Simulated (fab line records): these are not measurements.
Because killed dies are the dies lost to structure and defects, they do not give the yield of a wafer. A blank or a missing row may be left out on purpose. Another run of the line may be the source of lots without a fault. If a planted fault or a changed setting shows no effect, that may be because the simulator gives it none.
Matching of chambers :: flow nand_harc :: NHARC_A_CONTACT_ALD_18 on ald_metal-04 has 4 sister chambers
The step deposits TiN, target thk 3 nm, pulse time 1 s, ald cycles 150. 4 wafers are shown with their chamber, then 7 later ones without.

WAFERS WITH THEIR CHAMBER
wafer: L084.2
chamber: 3
heater_power_w (W): 1065

wafer: L088.5
chamber: 2
heater_power_w (W): 1081

wafer: L091.1
chamber: 0
heater_power_w (W): 1097

wafer: L091.2
chamber: 1
heater_power_w (W): 980

WAFERS WHOSE CHAMBER IS MISSING
wafer: L091.5
heater_power_w (W): 1117

wafer: L092.1
heater_power_w (W): 1065

wafer: L092.3
heater_power_w (W): 962

wafer: L092.4
heater_power_w (W): 1109

wafer: L094.3
heater_power_w (W): 955

wafer: L094.4
heater_power_w (W): 1128

wafer: L094.5
heater_power_w (W): 1062

THE CHAMBER EACH PASSED THROUGH
wafer: L091.5
from the rows above: can't be placed: 0 or 2 or 3
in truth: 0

wafer: L092.1
from the rows above: can't be placed: 3 or 2 or 0
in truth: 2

wafer: L092.3
from the rows above: 1
in truth: 1

wafer: L092.4
from the rows above: can't be placed: 0 or 2 or 3
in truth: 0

wafer: L094.3
from the rows above: 1
in truth: 1

wafer: L094.4
from the rows above: can't be placed: 0 or 2 or 3
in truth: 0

wafer: L094.5
from the rows above: can't be placed: 3 or 2 or 0
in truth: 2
Correctly placed: 2 of 7. From these rows, 5 cannot be placed; in 5 the true chamber is one of the candidates. 0 placed wrongly.
How it was worked out, from the rows above alone: a wafer's distance from a chamber is the root of the sum, over the readings, of the square of ((its reading less the chamber's mean) divided by the reading's scatter). The wafer belongs to the nearest chamber; if the next one is less than 2 further off, it can't be placed. For every chamber, the mean is computed from those of its wafers that are shown. The scatter: with one shown wafer a chamber, the root of the mean of the squares of how far each hidden wafer lies from its nearest shown one.
